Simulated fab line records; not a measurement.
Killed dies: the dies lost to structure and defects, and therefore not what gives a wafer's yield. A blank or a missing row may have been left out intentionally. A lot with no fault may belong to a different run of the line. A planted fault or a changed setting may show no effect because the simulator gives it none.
The tool behind it: which one? || flow n5 finfet || 24 lots, 72 wafers sampled, at 6 steps of a route of 1938

== WHAT THE GAUGES READ, wafer by wafer ==
N5_BEOL_M3_RS_MEAS_58: measures by four-point-probe. Usual: M3_RS gives 0.68 ohm/sq (standard deviation 0.035).
{"lot": "L074", "measured": "day 8 08:13", "on": "film metro-01", "M3_RS (ohm/sq)": "0.69 0.69 0.72", "flag": ""}
{"lot": "L076", "measured": "day 8 08:21", "on": "film metro-01", "M3_RS (ohm/sq)": "0.71 0.70 0.73", "flag": ""}
{"lot": "L075", "measured": "day 8 08:37", "on": "film metro-02", "M3_RS (ohm/sq)": "0.69 0.76 0.67", "flag": ""}
{"lot": "L077", "measured": "day 8 10:04", "on": "film metro-01", "M3_RS (ohm/sq)": "0.64 0.72 0.65", "flag": ""}
{"lot": "L079", "measured": "day 8 15:14", "on": "film metro-02", "M3_RS (ohm/sq)": "0.66 0.66 0.63", "flag": ""}
{"lot": "L078", "measured": "day 8 16:37", "on": "film metro-02", "M3_RS (ohm/sq)": "0.67 0.69 0.68", "flag": ""}
{"lot": "L080", "measured": "day 8 21:24", "on": "film metro-02", "M3_RS (ohm/sq)": "0.75 0.72 0.67", "flag": ""}
{"lot": "L081", "measured": "day 9 16:30", "on": "film metro-01", "M3_RS (ohm/sq)": "0.66 0.69 0.63", "flag": ""}
{"lot": "L082", "measured": "day 9 23:55", "on": "film metro-02", "M3_RS (ohm/sq)": "0.65 0.65 0.64", "flag": ""}
{"lot": "L084", "measured": "day 10 03:04", "on": "film metro-01", "M3_RS (ohm/sq)": "0.66 0.64 0.64", "flag": ""}
{"lot": "L083", "measured": "day 10 03:15", "on": "film metro-01", "M3_RS (ohm/sq)": "0.69 0.67 0.68", "flag": ""}
{"lot": "L086", "measured": "day 11 07:06", "on": "film metro-02", "M3_RS (ohm/sq)": "0.68 0.64 0.68", "flag": ""}
{"lot": "L088", "measured": "day 11 07:12", "on": "film metro-01", "M3_RS (ohm/sq)": "0.66 0.65 0.62", "flag": ""}
{"lot": "L087", "measured": "day 11 07:42", "on": "film metro-02", "M3_RS (ohm/sq)": "0.70 0.72 0.69", "flag": ""}
{"lot": "L085", "measured": "day 11 09:10", "on": "film metro-01", "M3_RS (ohm/sq)": "0.76 0.76 0.67", "flag": ""}
{"lot": "L090", "measured": "day 11 11:25", "on": "film metro-02", "M3_RS (ohm/sq)": "0.72 0.70 0.69", "flag": ""}
{"lot": "L089", "measured": "day 11 13:16", "on": "film metro-02", "M3_RS (ohm/sq)": "0.65 0.66 0.66", "flag": ""}
{"lot": "L091", "measured": "day 11 15:35", "on": "film metro-02", "M3_RS (ohm/sq)": "0.69 0.65 0.60", "flag": ""}
{"lot": "L092", "measured": "day 11 21:20", "on": "film metro-01", "M3_RS (ohm/sq)": "0.66 0.71 0.69", "flag": ""}
{"lot": "L093", "measured": "day 12 19:04", "on": "film metro-01", "M3_RS (ohm/sq)": "0.66 0.65 0.61", "flag": ""}
{"lot": "L095", "measured": "day 12 20:01", "on": "film metro-02", "M3_RS (ohm/sq)": "0.69 0.67 0.63", "flag": ""}
{"lot": "L094", "measured": "day 12 21:08", "on": "film metro-01", "M3_RS (ohm/sq)": "0.69 0.64 0.65", "flag": ""}
{"lot": "L096", "measured": "day 13 06:19", "on": "film metro-01", "M3_RS (ohm/sq)": "0.69 0.67 0.61", "flag": ""}
{"lot": "L097", "measured": "day 14 06:05", "on": "film metro-02", "M3_RS (ohm/sq)": "0.69 0.65 0.69", "flag": ""}

N5_BEOL_M3_INSPECT_59: inspects for defects (darkfield). Usual: raw defect count 75, standard deviation 24.
{"lot": "L074", "measured": "day 8 08:15", "on": "defect inspect-02", "raw defect count": "94 89 132", "flag": ""}
{"lot": "L076", "measured": "day 8 08:22", "on": "defect inspect-02", "raw defect count": "128 74 59", "flag": ""}
{"lot": "L075", "measured": "day 8 08:39", "on": "defect inspect-02", "raw defect count": "94 97 116", "flag": ""}
{"lot": "L077", "measured": "day 8 10:05", "on": "defect inspect-01", "raw defect count": "71 39 75", "flag": ""}
{"lot": "L079", "measured": "day 8 15:15", "on": "defect inspect-02", "raw defect count": "82 63 61", "flag": ""}
{"lot": "L078", "measured": "day 8 16:39", "on": "defect inspect-02", "raw defect count": "62 41 48", "flag": ""}
{"lot": "L080", "measured": "day 8 21:25", "on": "defect inspect-02", "raw defect count": "109 57 103", "flag": ""}
{"lot": "L081", "measured": "day 9 16:32", "on": "defect inspect-01", "raw defect count": "55 88 94", "flag": ""}
{"lot": "L082", "measured": "day 9 23:56", "on": "defect inspect-02", "raw defect count": "62 51 79", "flag": ""}
{"lot": "L084", "measured": "day 10 03:05", "on": "defect inspect-02", "raw defect count": "38 59 65", "flag": ""}
{"lot": "L083", "measured": "day 10 03:17", "on": "defect inspect-02", "raw defect count": "64 76 83", "flag": ""}
{"lot": "L086", "measured": "day 11 07:07", "on": "defect inspect-02", "raw defect count": "95 112 157", "flag": ""}
{"lot": "L088", "measured": "day 11 07:14", "on": "defect inspect-01", "raw defect count": "69 49 59", "flag": ""}
{"lot": "L087", "measured": "day 11 07:44", "on": "defect inspect-02", "raw defect count": "75 72 55", "flag": ""}
{"lot": "L085", "measured": "day 11 09:11", "on": "defect inspect-02", "raw defect count": "43 44 49", "flag": ""}
{"lot": "L090", "measured": "day 11 11:26", "on": "defect inspect-02", "raw defect count": "103 58 68", "flag": ""}
{"lot": "L089", "measured": "day 11 13:17", "on": "defect inspect-01", "raw defect count": "45 58 45", "flag": ""}
{"lot": "L091", "measured": "day 11 15:37", "on": "defect inspect-01", "raw defect count": "65 93 105", "flag": ""}
{"lot": "L092", "measured": "day 11 21:22", "on": "defect inspect-01", "raw defect count": "57 96 123", "flag": ""}
{"lot": "L093", "measured": "day 12 19:05", "on": "defect inspect-01", "raw defect count": "71 40 47", "flag": ""}
{"lot": "L095", "measured": "day 12 20:03", "on": "defect inspect-02", "raw defect count": "82 94 82", "flag": ""}
{"lot": "L094", "measured": "day 12 21:10", "on": "defect inspect-01", "raw defect count": "59 46 68", "flag": ""}
{"lot": "L096", "measured": "day 13 06:20", "on": "defect inspect-01", "raw defect count": "58 94 77", "flag": ""}
{"lot": "L097", "measured": "day 14 06:06", "on": "defect inspect-02", "raw defect count": "75 80 99", "flag": ""}

N5_BEOL_M4_THK_MEAS_01. Usual: M4_ILD_THK gives 78.7 nm (standard deviation 0.98).
{"lot": "L074", "measured": "day 8 08:21", "on": "film metro-02", "M4_ILD_THK (nm)": "77.9 78.7 80.2", "flag": ""}
{"lot": "L076", "measured": "day 8 08:29", "on": "film metro-02", "M4_ILD_THK (nm)": "78.1 80.2 80.3", "flag": ""}
{"lot": "L075", "measured": "day 8 08:45", "on": "film metro-01", "M4_ILD_THK (nm)": "77.5 77.6 78.3", "flag": ""}
{"lot": "L077", "measured": "day 8 10:11", "on": "film metro-01", "M4_ILD_THK (nm)": "78.4 77.7 77.5", "flag": ""}
{"lot": "L079", "measured": "day 8 15:22", "on": "film metro-01", "M4_ILD_THK (nm)": "78.3 78.8 78.5", "flag": ""}
{"lot": "L078", "measured": "day 8 16:45", "on": "film metro-02", "M4_ILD_THK (nm)": "76.9 77.3 78.7", "flag": ""}
{"lot": "L080", "measured": "day 8 21:32", "on": "film metro-02", "M4_ILD_THK (nm)": "78.7 80.0 80.1", "flag": ""}
{"lot": "L081", "measured": "day 9 16:38", "on": "film metro-02", "M4_ILD_THK (nm)": "78.1 79.7 80.6", "flag": ""}
{"lot": "L082", "measured": "day 10 00:03", "on": "film metro-02", "M4_ILD_THK (nm)": "79.0 78.4 80.2", "flag": ""}
{"lot": "L084", "measured": "day 10 03:13", "on": "film metro-01", "M4_ILD_THK (nm)": "77.3 77.9 78.8", "flag": ""}
{"lot": "L083", "measured": "day 10 03:24", "on": "film metro-01", "M4_ILD_THK (nm)": "77.1 78.9 79.4", "flag": ""}
{"lot": "L086", "measured": "day 11 07:14", "on": "film metro-01", "M4_ILD_THK (nm)": "78.3 79.4 78.4", "flag": ""}
{"lot": "L088", "measured": "day 11 07:20", "on": "film metro-02", "M4_ILD_THK (nm)": "78.2 77.3 78.7", "flag": ""}
{"lot": "L087", "measured": "day 11 07:50", "on": "film metro-01", "M4_ILD_THK (nm)": "78.0 79.3 79.9", "flag": ""}
{"lot": "L085", "measured": "day 11 09:17", "on": "film metro-02", "M4_ILD_THK (nm)": "77.8 79.3 78.6", "flag": ""}
{"lot": "L090", "measured": "day 11 11:33", "on": "film metro-01", "M4_ILD_THK (nm)": "78.9 78.2 77.9", "flag": ""}
{"lot": "L089", "measured": "day 11 13:23", "on": "film metro-01", "M4_ILD_THK (nm)": "78.7 77.6 80.3", "flag": ""}
{"lot": "L091", "measured": "day 11 15:43", "on": "film metro-01", "M4_ILD_THK (nm)": "78.1 79.6 78.8", "flag": ""}
{"lot": "L092", "measured": "day 11 21:28", "on": "film metro-02", "M4_ILD_THK (nm)": "80.2 80.5 79.8", "flag": ""}
{"lot": "L093", "measured": "day 12 19:11", "on": "film metro-02", "M4_ILD_THK (nm)": "76.2 77.1 78.0", "flag": ""}
{"lot": "L095", "measured": "day 12 20:09", "on": "film metro-01", "M4_ILD_THK (nm)": "80.2 80.2 80.4", "flag": ""}
{"lot": "L094", "measured": "day 12 21:16", "on": "film metro-01", "M4_ILD_THK (nm)": "78.2 79.2 79.4", "flag": ""}
{"lot": "L096", "measured": "day 13 06:26", "on": "film metro-01", "M4_ILD_THK (nm)": "78.1 77.5 78.7", "flag": ""}
{"lot": "L097", "measured": "day 14 06:13", "on": "film metro-01", "M4_ILD_THK (nm)": "78.8 79.7 80.4", "flag": ""}

== EACH LOT AND THE TOOL THAT RAN IT (in order: tool; ch and the chambers of the sampled wafers; start) ==
{"lot": "L074", "N5_BEOL_M3_ANNEAL_87": "pvd sputter-03, day 8 06:09", "N5_BEOL_M3_ANNEAL_95": "pvd sputter-03, day 8 07:02", "N5_BEOL_M4_ILD_DEP_00": "pecvd-02 ch 1,2, day 8 08:17"}
{"lot": "L076", "N5_BEOL_M3_ANNEAL_87": "pvd sputter-02, day 8 06:17", "N5_BEOL_M3_ANNEAL_95": "pvd sputter-02, day 8 07:10", "N5_BEOL_M4_ILD_DEP_00": "pecvd-02 ch 0,1,2, day 8 08:25"}
{"lot": "L075", "N5_BEOL_M3_ANNEAL_87": "pvd sputter-01, day 8 06:28", "N5_BEOL_M3_ANNEAL_95": "pvd sputter-01, day 8 07:20", "N5_BEOL_M4_ILD_DEP_00": "pecvd-02 ch 1,2, day 8 08:41"}
{"lot": "L077", "N5_BEOL_M3_ANNEAL_87": "pvd sputter-03, day 8 07:59", "N5_BEOL_M3_ANNEAL_95": "pvd sputter-03, day 8 08:52", "N5_BEOL_M4_ILD_DEP_00": "pecvd-03 ch 0,1,2, day 8 10:08"}
{"lot": "L079", "N5_BEOL_M3_ANNEAL_87": "pvd sputter-02, day 8 12:56", "N5_BEOL_M3_ANNEAL_95": "pvd sputter-02, day 8 13:49", "N5_BEOL_M4_ILD_DEP_00": "pecvd-01 ch 0,1,2, day 8 15:17"}
{"lot": "L078", "N5_BEOL_M3_ANNEAL_87": "pvd sputter-01, day 8 14:33", "N5_BEOL_M3_ANNEAL_95": "pvd sputter-01, day 8 15:26", "N5_BEOL_M4_ILD_DEP_00": "pecvd-01 ch 0,2, day 8 16:41"}
{"lot": "L080", "N5_BEOL_M3_ANNEAL_87": "pvd sputter-03, day 8 19:16", "N5_BEOL_M3_ANNEAL_95": "pvd sputter-03, day 8 20:09", "N5_BEOL_M4_ILD_DEP_00": "pecvd-02 ch 0,2, day 8 21:28"}
{"lot": "L081", "N5_BEOL_M3_ANNEAL_87": "pvd sputter-02, day 9 14:16", "N5_BEOL_M3_ANNEAL_95": "pvd sputter-02, day 9 15:08", "N5_BEOL_M4_ILD_DEP_00": "pecvd-01 ch 0,1, day 9 16:34"}
{"lot": "L082", "N5_BEOL_M3_ANNEAL_87": "pvd sputter-03, day 9 21:49", "N5_BEOL_M3_ANNEAL_95": "pvd sputter-03, day 9 22:41", "N5_BEOL_M4_ILD_DEP_00": "pecvd-01 ch 1,2, day 9 23:58"}
{"lot": "L084", "N5_BEOL_M3_ANNEAL_87": "pvd sputter-02, day 10 00:58", "N5_BEOL_M3_ANNEAL_95": "pvd sputter-02, day 10 01:51", "N5_BEOL_M4_ILD_DEP_00": "pecvd-03 ch 0,1, day 10 03:08"}
{"lot": "L083", "N5_BEOL_M3_ANNEAL_87": "pvd sputter-01, day 10 01:06", "N5_BEOL_M3_ANNEAL_95": "pvd sputter-01, day 10 01:59", "N5_BEOL_M4_ILD_DEP_00": "pecvd-03 ch 0,1, day 10 03:19"}
{"lot": "L086", "N5_BEOL_M3_ANNEAL_87": "pvd sputter-02, day 11 05:02", "N5_BEOL_M3_ANNEAL_95": "pvd sputter-02, day 11 05:55", "N5_BEOL_M4_ILD_DEP_00": "pecvd-01 ch 1,2, day 11 07:10"}
{"lot": "L088", "N5_BEOL_M3_ANNEAL_87": "pvd sputter-03, day 11 05:08", "N5_BEOL_M3_ANNEAL_95": "pvd sputter-03, day 11 06:01", "N5_BEOL_M4_ILD_DEP_00": "pecvd-01 ch 0,2, day 11 07:16"}
{"lot": "L087", "N5_BEOL_M3_ANNEAL_87": "pvd sputter-01, day 11 05:20", "N5_BEOL_M3_ANNEAL_95": "pvd sputter-01, day 11 06:13", "N5_BEOL_M4_ILD_DEP_00": "pecvd-01 ch 0,1, day 11 07:46"}
{"lot": "L085", "N5_BEOL_M3_ANNEAL_87": "pvd sputter-03, day 11 07:05", "N5_BEOL_M3_ANNEAL_95": "pvd sputter-03, day 11 07:58", "N5_BEOL_M4_ILD_DEP_00": "pecvd-02 ch 0,1,2, day 11 09:13"}
{"lot": "L090", "N5_BEOL_M3_ANNEAL_87": "pvd sputter-02, day 11 09:07", "N5_BEOL_M3_ANNEAL_95": "pvd sputter-02, day 11 09:59", "N5_BEOL_M4_ILD_DEP_00": "pecvd-02 ch 0,1,2, day 11 11:29"}
{"lot": "L089", "N5_BEOL_M3_ANNEAL_87": "pvd sputter-01, day 11 11:11", "N5_BEOL_M3_ANNEAL_95": "pvd sputter-01, day 11 12:04", "N5_BEOL_M4_ILD_DEP_00": "pecvd-02 ch 0,1, day 11 13:20"}
{"lot": "L091", "N5_BEOL_M3_ANNEAL_87": "pvd sputter-01, day 11 13:31", "N5_BEOL_M3_ANNEAL_95": "pvd sputter-01, day 11 14:23", "N5_BEOL_M4_ILD_DEP_00": "pecvd-02 ch 0,1,2, day 11 15:39"}
{"lot": "L092", "N5_BEOL_M3_ANNEAL_87": "pvd sputter-02, day 11 19:15", "N5_BEOL_M3_ANNEAL_95": "pvd sputter-02, day 11 20:08", "N5_BEOL_M4_ILD_DEP_00": "pecvd-02 ch 0,1, day 11 21:23"}
{"lot": "L093", "N5_BEOL_M3_ANNEAL_87": "pvd sputter-02, day 12 14:39", "N5_BEOL_M3_ANNEAL_95": "pvd sputter-02, day 12 15:32", "N5_BEOL_M4_ILD_DEP_00": "pecvd-01 ch 0,1,2, day 12 19:07"}
{"lot": "L095", "N5_BEOL_M3_ANNEAL_87": "pvd sputter-01, day 12 15:07", "N5_BEOL_M3_ANNEAL_95": "pvd sputter-01, day 12 15:59", "N5_BEOL_M4_ILD_DEP_00": "pecvd-02 ch 0,1,2, day 12 20:06"}
{"lot": "L094", "N5_BEOL_M3_ANNEAL_87": "pvd sputter-02, day 12 17:42", "N5_BEOL_M3_ANNEAL_95": "pvd sputter-02, day 12 18:35", "N5_BEOL_M4_ILD_DEP_00": "pecvd-02 ch 0,1,2, day 12 21:11"}
{"lot": "L096", "N5_BEOL_M3_ANNEAL_87": "pvd sputter-03, day 13 02:01", "N5_BEOL_M3_ANNEAL_95": "pvd sputter-03, day 13 02:54", "N5_BEOL_M4_ILD_DEP_00": "pecvd-01 ch 0,1, day 13 06:22"}
{"lot": "L097", "N5_BEOL_M3_ANNEAL_87": "pvd sputter-02, day 14 01:55", "N5_BEOL_M3_ANNEAL_95": "pvd sputter-02, day 14 02:47", "N5_BEOL_M4_ILD_DEP_00": "pecvd-03 ch 1,2, day 14 06:08"}
- N5_BEOL_M3_ANNEAL_87: time 240 s.
- N5_BEOL_M3_ANNEAL_95: time 240 s.
- N5_BEOL_M4_ILD_DEP_00: deposits SiOC from DEMS/O2, target thk 79 nm, time 15.3 s.

== WHAT THE TOOLS THEMSELVES READ (means of the sampled wafers that have a number; where no wafer has one, the mark that the record gives instead) ==
N5_BEOL_M3_ANNEAL_87. Usual: heater power w 835 W, standard deviation 61.
{"lot": "L074", "tool": "pvd sputter-03", "heater power w (W)": 831, "flag": ""}
{"lot": "L076", "tool": "pvd sputter-02", "heater power w (W)": 845, "flag": ""}
{"lot": "L075", "tool": "pvd sputter-01", "heater power w (W)": 815, "flag": ""}
{"lot": "L077", "tool": "pvd sputter-03", "heater power w (W)": 836, "flag": ""}
{"lot": "L079", "tool": "pvd sputter-02", "heater power w (W)": 873, "flag": ""}
{"lot": "L078", "tool": "pvd sputter-01", "heater power w (W)": 824, "flag": ""}
{"lot": "L080", "tool": "pvd sputter-03", "heater power w (W)": 856, "flag": ""}
{"lot": "L081", "tool": "pvd sputter-02", "heater power w (W)": 898, "flag": ""}
{"lot": "L082", "tool": "pvd sputter-03", "heater power w (W)": 835, "flag": ""}
{"lot": "L084", "tool": "pvd sputter-02", "heater power w (W)": 847, "flag": ""}
{"lot": "L083", "tool": "pvd sputter-01", "heater power w (W)": 843, "flag": ""}
{"lot": "L086", "tool": "pvd sputter-02", "heater power w (W)": 830, "flag": ""}
{"lot": "L088", "tool": "pvd sputter-03", "heater power w (W)": 792, "flag": ""}
{"lot": "L087", "tool": "pvd sputter-01", "heater power w (W)": 797, "flag": ""}
{"lot": "L085", "tool": "pvd sputter-03", "heater power w (W)": 775, "flag": ""}
{"lot": "L090", "tool": "pvd sputter-02", "heater power w (W)": 869, "flag": ""}
{"lot": "L089", "tool": "pvd sputter-01", "heater power w (W)": 825, "flag": ""}
{"lot": "L091", "tool": "pvd sputter-01", "heater power w (W)": 843, "flag": ""}
{"lot": "L092", "tool": "pvd sputter-02", "heater power w (W)": 875, "flag": ""}
{"lot": "L093", "tool": "pvd sputter-02", "heater power w (W)": 843, "flag": ""}
{"lot": "L095", "tool": "pvd sputter-01", "heater power w (W)": 815, "flag": ""}
{"lot": "L094", "tool": "pvd sputter-02", "heater power w (W)": 834, "flag": ""}
{"lot": "L096", "tool": "pvd sputter-03", "heater power w (W)": 826, "flag": ""}
{"lot": "L097", "tool": "pvd sputter-02", "heater power w (W)": 822, "flag": ""}

N5_BEOL_M3_ANNEAL_95. Usual: heater power w 836 W, standard deviation 61.
{"lot": "L074", "tool": "pvd sputter-03", "heater power w (W)": 838, "flag": ""}
{"lot": "L076", "tool": "pvd sputter-02", "heater power w (W)": 870, "flag": ""}
{"lot": "L075", "tool": "pvd sputter-01", "heater power w (W)": 809, "flag": ""}
{"lot": "L077", "tool": "pvd sputter-03", "heater power w (W)": 833, "flag": ""}
{"lot": "L079", "tool": "pvd sputter-02", "heater power w (W)": 862, "flag": ""}
{"lot": "L078", "tool": "pvd sputter-01", "heater power w (W)": 807, "flag": ""}
{"lot": "L080", "tool": "pvd sputter-03", "heater power w (W)": 827, "flag": ""}
{"lot": "L081", "tool": "pvd sputter-02", "heater power w (W)": 896, "flag": ""}
{"lot": "L082", "tool": "pvd sputter-03", "heater power w (W)": 839, "flag": ""}
{"lot": "L084", "tool": "pvd sputter-02", "heater power w (W)": 864, "flag": ""}
{"lot": "L083", "tool": "pvd sputter-01", "heater power w (W)": 852, "flag": ""}
{"lot": "L086", "tool": "pvd sputter-02", "heater power w (W)": 832, "flag": ""}
{"lot": "L088", "tool": "pvd sputter-03", "heater power w (W)": 812, "flag": ""}
{"lot": "L087", "tool": "pvd sputter-01", "heater power w (W)": 800, "flag": ""}
{"lot": "L085", "tool": "pvd sputter-03", "heater power w (W)": 775, "flag": ""}
{"lot": "L090", "tool": "pvd sputter-02", "heater power w (W)": 870, "flag": ""}
{"lot": "L089", "tool": "pvd sputter-01", "heater power w (W)": 827, "flag": ""}
{"lot": "L091", "tool": "pvd sputter-01", "heater power w (W)": 833, "flag": ""}
{"lot": "L092", "tool": "pvd sputter-02", "heater power w (W)": 869, "flag": ""}
{"lot": "L093", "tool": "pvd sputter-02", "heater power w (W)": 831, "flag": ""}
{"lot": "L095", "tool": "pvd sputter-01", "heater power w (W)": 815, "flag": ""}
{"lot": "L094", "tool": "pvd sputter-02", "heater power w (W)": 835, "flag": ""}
{"lot": "L096", "tool": "pvd sputter-03", "heater power w (W)": 824, "flag": ""}
{"lot": "L097", "tool": "pvd sputter-02", "heater power w (W)": 831, "flag": ""}

N5_BEOL_M4_ILD_DEP_00. Usual: heater power w 448 W, standard deviation 47; showerhead plenum p Torr 5.692 Torr, standard deviation 0.011; throttle valve pct 12.3 %, standard deviation 0.64.
{"lot": "L074", "tool": "pecvd-02", "heater power w (W)": 472, "showerhead plenum p Torr (Torr)": 5.677, "throttle valve pct (%)": 11.8, "flag": ""}
{"lot": "L076", "tool": "pecvd-02", "heater power w (W)": 452, "showerhead plenum p Torr (Torr)": 5.693, "throttle valve pct (%)": 12.3, "flag": ""}
{"lot": "L075", "tool": "pecvd-02", "heater power w (W)": 497, "showerhead plenum p Torr (Torr)": 5.681, "throttle valve pct (%)": 11.9, "flag": ""}
{"lot": "L077", "tool": "pecvd-03", "heater power w (W)": 476, "showerhead plenum p Torr (Torr)": 5.698, "throttle valve pct (%)": 12.1, "flag": ""}
{"lot": "L079", "tool": "pecvd-01", "heater power w (W)": 438, "showerhead plenum p Torr (Torr)": 5.696, "throttle valve pct (%)": 12.3, "flag": ""}
{"lot": "L078", "tool": "pecvd-01", "heater power w (W)": 403, "showerhead plenum p Torr (Torr)": 5.689, "throttle valve pct (%)": 11.6, "flag": ""}
{"lot": "L080", "tool": "pecvd-02", "heater power w (W)": 461, "showerhead plenum p Torr (Torr)": 5.689, "throttle valve pct (%)": 12.4, "flag": ""}
{"lot": "L081", "tool": "pecvd-01", "heater power w (W)": 410, "showerhead plenum p Torr (Torr)": 5.697, "throttle valve pct (%)": 12.9, "flag": ""}
{"lot": "L082", "tool": "pecvd-01", "heater power w (W)": 389, "showerhead plenum p Torr (Torr)": 5.685, "throttle valve pct (%)": 12.9, "flag": ""}
{"lot": "L084", "tool": "pecvd-03", "heater power w (W)": 479, "showerhead plenum p Torr (Torr)": 5.701, "throttle valve pct (%)": 12.0, "flag": ""}
{"lot": "L083", "tool": "pecvd-03", "heater power w (W)": 425, "showerhead plenum p Torr (Torr)": 5.709, "throttle valve pct (%)": 12.0, "flag": ""}
{"lot": "L086", "tool": "pecvd-01", "heater power w (W)": 436, "showerhead plenum p Torr (Torr)": 5.679, "throttle valve pct (%)": 12.2, "flag": ""}
{"lot": "L088", "tool": "pecvd-01", "heater power w (W)": 425, "showerhead plenum p Torr (Torr)": 5.682, "throttle valve pct (%)": 11.7, "flag": ""}
{"lot": "L087", "tool": "pecvd-01", "heater power w (W)": 442, "showerhead plenum p Torr (Torr)": 5.691, "throttle valve pct (%)": 12.3, "flag": ""}
{"lot": "L085", "tool": "pecvd-02", "heater power w (W)": 474, "showerhead plenum p Torr (Torr)": 5.688, "throttle valve pct (%)": 12.3, "flag": ""}
{"lot": "L090", "tool": "pecvd-02", "heater power w (W)": 470, "showerhead plenum p Torr (Torr)": 5.693, "throttle valve pct (%)": 12.4, "flag": ""}
{"lot": "L089", "tool": "pecvd-02", "heater power w (W)": 493, "showerhead plenum p Torr (Torr)": 5.693, "throttle valve pct (%)": 12.1, "flag": ""}
{"lot": "L091", "tool": "pecvd-02", "heater power w (W)": 437, "showerhead plenum p Torr (Torr)": 5.689, "throttle valve pct (%)": 12.4, "flag": ""}
{"lot": "L092", "tool": "pecvd-02", "heater power w (W)": 466, "showerhead plenum p Torr (Torr)": 5.690, "throttle valve pct (%)": 12.2, "flag": ""}
{"lot": "L093", "tool": "pecvd-01", "heater power w (W)": 443, "showerhead plenum p Torr (Torr)": 5.689, "throttle valve pct (%)": 12.3, "flag": ""}
{"lot": "L095", "tool": "pecvd-02", "heater power w (W)": 483, "showerhead plenum p Torr (Torr)": 5.691, "throttle valve pct (%)": 12.3, "flag": ""}
{"lot": "L094", "tool": "pecvd-02", "heater power w (W)": 458, "showerhead plenum p Torr (Torr)": 5.687, "throttle valve pct (%)": 12.4, "flag": ""}
{"lot": "L096", "tool": "pecvd-01", "heater power w (W)": 434, "showerhead plenum p Torr (Torr)": 5.692, "throttle valve pct (%)": 12.9, "flag": ""}
{"lot": "L097", "tool": "pecvd-03", "heater power w (W)": 512, "showerhead plenum p Torr (Torr)": 5.692, "throttle valve pct (%)": 11.7, "flag": ""}

== THE ANSWER, worked out from the rows above alone ==
Rule: a lot is off if the mean of its wafers that have a number lies more than 3 standard deviations from the usual mean. Also off: a lot with no number at a reading for which 4 or more lots have one. The other lots that the step has rows for count as sound. Order of review: gauges by route order, followed by the tools' own readings, for which a lot's mean as printed above is used. The first step at which some lot is off is used, and at that step the reading that is off furthest; a lot without a number counts as furthest.
Across all readings shown, no lot is off: no conclusion can be drawn from this.

== WHAT WAS PUT IN BY THE SIMULATOR ==
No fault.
